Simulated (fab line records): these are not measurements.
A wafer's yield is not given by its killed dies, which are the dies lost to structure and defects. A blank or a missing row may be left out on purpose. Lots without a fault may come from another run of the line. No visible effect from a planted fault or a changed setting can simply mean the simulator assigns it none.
Matching of chambers + flow nandHarc + rieDiel-09 running NHARC_A_SGD_CUT_ETCHBACK_24: 4 sister chambers
The step etches the open film in CH3F/O2, target depth 50 nm, time 92.857 s. 16 wafers are shown with their chamber, then 8 later ones without.

WAFERS PAIRED WITH THEIR CHAMBERS
| wafer  | chamber | showerheadPlenumPTorr (Torr) | rfVppV (V) | oesProductAu (a.u.) |
|--------|---------|------------------------------|------------|---------------------|
| L078.2 | 1       | 2.34                         | 241.9      | 0.99                |
| L078.5 | 0       | 2.59                         | 246.3      | 1.01                |
| L078.6 | 1       | 2.34                         | 244.2      | 0.99                |
| L080.1 | 0       | 2.58                         | 245.7      | 0.99                |
| L080.2 | 1       | 2.34                         | 242.8      | 0.99                |
| L080.6 | 0       | 2.58                         | 245.6      | 1.00                |
| L082.3 | 0       | 2.58                         | 246.8      | 0.92                |
| L082.4 | 3       | 2.59                         | 246.0      | 0.93                |
| L082.6 | 1       | 2.34                         | 242.8      | 0.91                |
| L084.2 | 1       | 2.34                         | 243.7      | 0.98                |
| L084.3 | 0       | 2.58                         | 245.2      | 1.00                |
| L084.6 | 0       | 2.58                         | 245.8      | 1.00                |
| L086.2 | 2       | 2.35                         | 244.0      | 0.94                |
| L086.4 | 1       | 2.34                         | 242.5      | 0.91                |
| L086.5 | 1       | 2.34                         | 242.6      | 0.91                |
| L088.2 | 0       | 2.58                         | 246.8      | 1.00                |

SIGNATURES (averages over the wafers above)
| reading               | chamber 0 | chamber 1 | chamber 2 | chamber 3 | scatter within a chamber |
|-----------------------|-----------|-----------|-----------|-----------|--------------------------|
| showerheadPlenumPTorr | 2.5814    | 2.3400    | 2.3500    | 2.5900    | 0.00267                  |
| rfVppV                | 246.029   | 242.929   | 244.000   | 246.000   | 0.701                    |
| oesProductAu          | 0.9886    | 0.9543    | 0.9400    | 0.9300    | 0.0366                   |
Rule: a wafer lies at a distance from a chamber equal to the root of the sum of squares, over the readings, of (its reading less the chamber's mean, divided by the reading's scatter). The wafer belongs to the nearest chamber; if the next one is less than 2 further off, it can't be placed. How the scatter is found: for the shown wafers, subtract from each reading the mean of its chamber, square and add these, divide the total by (wafers less chambers), then take the root.

WAFERS WITH NO CHAMBER GIVEN
| wafer  | showerheadPlenumPTorr (Torr) | rfVppV (V) | oesProductAu (a.u.) |
|--------|------------------------------|------------|---------------------|
| L088.5 | 2.58                         | 245.5      | 1.00                |
| L088.6 | 2.59                         | 245.9      | 1.01                |
| L092.1 | 2.59                         | 244.1      | 0.93                |
| L092.2 | 2.35                         | 243.2      | 0.94                |
| L092.4 | 2.58                         | 246.2      | 0.93                |
| L093.1 | 2.34                         | 242.3      | 0.99                |
| L093.2 | 2.59                         | 246.1      | 1.00                |
| L093.3 | 2.58                         | 244.8      | 0.99                |

CHAMBER TAKEN BY EACH
| wafer  | from the rows above     | in truth |
|--------|-------------------------|----------|
| L088.5 | 0                       | 0        |
| L088.6 | can't be placed: 3 or 0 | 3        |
| L092.1 | can't be placed: 3 or 0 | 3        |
| L092.2 | 2                       | 2        |
| L092.4 | 0                       | 0        |
| L093.1 | 1                       | 1        |
| L093.2 | can't be placed: 3 or 0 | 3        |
| L093.3 | 0                       | 0        |
Correct placement for 5 of the 8. Can't be placed from these rows: 3 (the true chamber is among the candidates in 3). Wrongly placed: 0.
